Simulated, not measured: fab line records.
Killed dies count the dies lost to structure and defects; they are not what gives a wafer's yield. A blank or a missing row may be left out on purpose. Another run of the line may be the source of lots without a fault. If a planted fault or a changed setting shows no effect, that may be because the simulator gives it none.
Chamber matching / flow n5 finfet / N5_BEOL_M0_SAQP_STRIP_86 on rie diel-05: 4 sister chambers
The step strips in N2/H2. 16 wafers are shown with their chamber, then 8 later ones without.

## WAFERS WITH THEIR CHAMBER
wafer=L077.1; chamber=3; drypump motor current A (A)=6.2; showerhead plenum p Torr (Torr)=3.27; throttle valve pct (%)=18.59
wafer=L077.4; chamber=1; drypump motor current A (A)=5.6; showerhead plenum p Torr (Torr)=3.55; throttle valve pct (%)=18.80
wafer=L077.6; chamber=0; drypump motor current A (A)=5.8; showerhead plenum p Torr (Torr)=3.56; throttle valve pct (%)=18.62
wafer=L079.2; chamber=0; drypump motor current A (A)=5.8; showerhead plenum p Torr (Torr)=3.56; throttle valve pct (%)=18.63
wafer=L079.3; chamber=2; drypump motor current A (A)=5.0; showerhead plenum p Torr (Torr)=3.56; throttle valve pct (%)=18.85
wafer=L079.5; chamber=1; drypump motor current A (A)=5.6; showerhead plenum p Torr (Torr)=3.55; throttle valve pct (%)=18.83
wafer=L080.1; chamber=0; drypump motor current A (A)=5.8; showerhead plenum p Torr (Torr)=3.56; throttle valve pct (%)=18.63
wafer=L080.3; chamber=3; drypump motor current A (A)=6.2; showerhead plenum p Torr (Torr)=3.27; throttle valve pct (%)=18.64
wafer=L080.5; chamber=2; drypump motor current A (A)=5.0; showerhead plenum p Torr (Torr)=3.56; throttle valve pct (%)=18.86
wafer=L083.2; chamber=2; drypump motor current A (A)=5.0; showerhead plenum p Torr (Torr)=3.56; throttle valve pct (%)=18.86
wafer=L083.4; chamber=3; drypump motor current A (A)=6.2; showerhead plenum p Torr (Torr)=3.26; throttle valve pct (%)=18.64
wafer=L083.6; chamber=1; drypump motor current A (A)=5.6; showerhead plenum p Torr (Torr)=3.55; throttle valve pct (%)=18.81
wafer=L084.2; chamber=0; drypump motor current A (A)=5.8; showerhead plenum p Torr (Torr)=3.55; throttle valve pct (%)=18.62
wafer=L084.5; chamber=1; drypump motor current A (A)=5.6; showerhead plenum p Torr (Torr)=3.54; throttle valve pct (%)=18.83
wafer=L084.6; chamber=2; drypump motor current A (A)=5.1; showerhead plenum p Torr (Torr)=3.56; throttle valve pct (%)=18.88
wafer=L085.2; chamber=0; drypump motor current A (A)=5.8; showerhead plenum p Torr (Torr)=3.55; throttle valve pct (%)=18.64

SIGNATURES (means of the wafers above)
reading=drypump motor current A; chamber 0=5.800; chamber 1=5.600; chamber 2=5.025; chamber 3=6.200; scatter within a chamber=0.025
reading=showerhead plenum p Torr; chamber 0=3.5560; chamber 1=3.5475; chamber 2=3.5600; chamber 3=3.2667; scatter within a chamber=0.00467
reading=throttle valve pct; chamber 0=18.6280; chamber 1=18.8175; chamber 2=18.8625; chamber 3=18.6233; scatter within a chamber=0.0161
Rule: distance of a wafer from a chamber = root of the sum over the readings of ((wafer's reading minus chamber's mean) / reading's scatter) squared. If the next closest chamber is less than 2 further off than the closest, the wafer can't be placed; otherwise it belongs to the closest. The scatter is the square root of a quotient: the sum, over the shown wafers, of each reading's squared deviation from its chamber's mean, divided by wafers minus chambers.

## WAFERS WITHOUT THEIR CHAMBER
wafer=L085.5; drypump motor current A (A)=5.6; showerhead plenum p Torr (Torr)=3.54; throttle valve pct (%)=18.83
wafer=L085.6; drypump motor current A (A)=5.0; showerhead plenum p Torr (Torr)=3.55; throttle valve pct (%)=18.88
wafer=L094.3; drypump motor current A (A)=5.6; showerhead plenum p Torr (Torr)=3.54; throttle valve pct (%)=18.87
wafer=L094.5; drypump motor current A (A)=6.1; showerhead plenum p Torr (Torr)=3.25; throttle valve pct (%)=18.66
wafer=L094.6; drypump motor current A (A)=5.8; showerhead plenum p Torr (Torr)=3.54; throttle valve pct (%)=18.65
wafer=L096.1; drypump motor current A (A)=5.6; showerhead plenum p Torr (Torr)=3.53; throttle valve pct (%)=18.89
wafer=L096.2; drypump motor current A (A)=6.2; showerhead plenum p Torr (Torr)=3.25; throttle valve pct (%)=18.65
wafer=L096.5; drypump motor current A (A)=6.1; showerhead plenum p Torr (Torr)=3.25; throttle valve pct (%)=18.68

## WHICH CHAMBER EACH ONE RAN IN
wafer=L085.5; from the rows above=1; in truth=1
wafer=L085.6; from the rows above=2; in truth=2
wafer=L094.3; from the rows above=1; in truth=1
wafer=L094.5; from the rows above=3; in truth=3
wafer=L094.6; from the rows above=0; in truth=0
wafer=L096.1; from the rows above=1; in truth=1
wafer=L096.2; from the rows above=3; in truth=3
wafer=L096.5; from the rows above=3; in truth=3
Correctly placed: 8 of 8. Not placeable from these rows: 0. 0 placed wrongly.
